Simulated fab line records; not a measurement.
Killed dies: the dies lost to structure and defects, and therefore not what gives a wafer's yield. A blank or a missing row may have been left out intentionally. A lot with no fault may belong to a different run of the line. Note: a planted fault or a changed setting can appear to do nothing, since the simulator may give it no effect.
Matching of chambers -- flow n5 finfet -- N5_BEOL_M10_DESCUM_33 on rie diel-01 has 4 sister chambers
The step chemistry O2, time 7.9 s. 22 wafers are shown with their chamber, then 11 later ones without.

## WAFERS PAIRED WITH THEIR CHAMBERS
wafer,chamber,drypump motor current A (A),throttle valve pct (%),oes product au (a.u.)
L075.1,2,5.7,20.43,0.91
L075.2,0,6.6,20.03,0.85
L075.3,3,4.8,20.60,0.71
L077.4,0,6.5,20.06,0.84
L077.5,3,4.8,20.62,0.71
L077.6,2,5.7,20.44,0.90
L081.3,2,5.7,20.46,0.88
L081.5,0,6.5,20.06,0.83
L081.6,1,5.7,20.21,0.98
L082.1,1,5.7,20.23,0.97
L082.3,3,4.8,20.66,0.71
L082.5,2,5.7,20.48,0.88
L085.1,3,4.8,20.64,0.70
L085.2,2,5.7,20.47,0.87
L085.3,1,5.7,20.21,0.95
L085.4,0,6.5,20.07,0.81
L085.5,1,5.7,20.21,0.95
L085.6,2,5.7,20.48,0.87
L083.2,2,5.7,20.51,0.86
L083.5,0,6.5,20.09,0.81
L083.6,3,4.8,20.64,0.69
L088.2,1,5.7,20.23,0.90

SIGNATURES (means of the wafers above)
reading,chamber 0,chamber 1,chamber 2,chamber 3,scatter within a chamber
drypump motor current A,6.520,5.700,5.700,4.800,0.0211
throttle valve pct,20.0620,20.2180,20.4671,20.6320,0.0221
oes product au,0.8280,0.9500,0.8814,0.7040,0.0201
Rule: a wafer lies at a distance from a chamber equal to the root of the sum of squares, over the readings, of (its reading less the chamber's mean, divided by the reading's scatter). If the next closest chamber is less than 2 further off than the closest, the wafer can't be placed; otherwise it belongs to the closest. How the scatter is found: for the shown wafers, subtract from each reading the mean of its chamber, square and add these, divide the total by (wafers less chambers), then take the root.

## WAFERS WITHOUT THEIR CHAMBER
wafer,drypump motor current A (A),throttle valve pct (%),oes product au (a.u.)
L088.4,5.7,20.49,0.85
L088.6,6.5,20.10,0.80
L091.1,5.7,20.24,0.91
L091.4,6.5,20.10,0.80
L091.6,5.7,20.24,0.91
L095.2,5.7,20.52,0.83
L095.5,5.7,20.53,0.83
L095.6,4.8,20.30,0.95
L097.1,4.8,20.31,0.93
L097.2,5.7,20.54,0.82
L097.4,5.7,20.28,0.88

## THE CHAMBER EACH PASSED THROUGH
wafer,from the rows above,in truth
L088.4,2,2
L088.6,0,0
L091.1,1,1
L091.4,0,0
L091.6,1,1
L095.2,2,2
L095.5,2,2
L095.6,3,3
L097.1,3,3
L097.2,2,2
L097.4,1,1
Correctly placed: 11 of 11. From these rows, 0 cannot be placed. Placed wrongly: 0.
